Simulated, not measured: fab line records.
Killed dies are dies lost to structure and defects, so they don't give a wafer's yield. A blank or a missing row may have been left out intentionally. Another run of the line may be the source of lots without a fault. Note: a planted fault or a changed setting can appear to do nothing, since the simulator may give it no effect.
Which tool did it? | flow n5Finfet | 30 wafers from 10 lots sampled at 2 of the route's 1938 steps

## WHAT THE GAUGES READ, wafer by wafer
N5_BEOL_M15_INSPECT_12: inspects for defects (macro).
lot  | measured     | on               | rawDefectCount
L563 | day 11 20:11 | defectInspect-01 | 1 4 6
L566 | day 12 04:07 | defectInspect-01 | 4 3 3
L567 | day 12 16:19 | defectInspect-01 | 1 1 4
L568 | day 13 03:45 | defectInspect-02 | 3 6 1
L570 | day 13 09:33 | defectInspect-01 | 4 1 1
L573 | day 14 08:59 | defectInspect-02 | 1 2 4
L572 | day 14 15:11 | defectInspect-02 | 1 1 3
L582 | day 17 07:34 | defectInspect-01 | 1 2 2
L583 | day 17 15:26 | defectInspect-01 | 1 0 3
L584 | day 18 06:52 | defectInspect-02 | 2 0 1

## WHICH TOOL RAN EACH LOT (tool, then ch and the chambers of the sampled wafers, then the start)
lot  | N5_BEOL_M14_TRENCH_ETCH_34
L563 | rieDiel-05 ch 0,2, day 11 11:41
L566 | rieDiel-04 ch 0,2,3, day 12 01:20
L567 | rieDiel-04 ch 0,1,2, day 12 10:57
L568 | rieDiel-04 ch 0,3, day 12 23:21
L570 | rieDiel-04 ch 0,2, day 13 05:26
L573 | rieDiel-04 ch 0,1,3, day 14 05:13
L572 | rieDiel-06 ch 1,2, day 14 10:20
L582 | rieDiel-06 ch 0,3, day 17 03:25
L583 | rieDiel-05 ch 0,2,3, day 17 11:26
L584 | rieDiel-05 ch 0,1,3, day 18 02:06
- N5_BEOL_M14_TRENCH_ETCH_34: etches SiO2 in C4F8/O2/Ar, target depth 556.65 nm, time 126.9 s.

## THE ANSWER, worked out from the rows above alone
Rule: usual is defined by the lots themselves. The widest of any qualifying gaps counts: lots, ordered by their means at a reading, are off when they make up no more than a third of the lots, leave a main group of 4 or more, and stand apart from it by 3 or more times the standard deviation of that group's means. The tables above print the reading to a certain number of digits; a main group whose means all agree to those digits is not used. Also off: a lot with no number at a reading for which 4 or more lots have one. Where the step has rows for the other lots, those lots are counted as sound.
None of the lots is off at any reading shown; this tells nothing.

## WHAT THE SIMULATOR PUT IN
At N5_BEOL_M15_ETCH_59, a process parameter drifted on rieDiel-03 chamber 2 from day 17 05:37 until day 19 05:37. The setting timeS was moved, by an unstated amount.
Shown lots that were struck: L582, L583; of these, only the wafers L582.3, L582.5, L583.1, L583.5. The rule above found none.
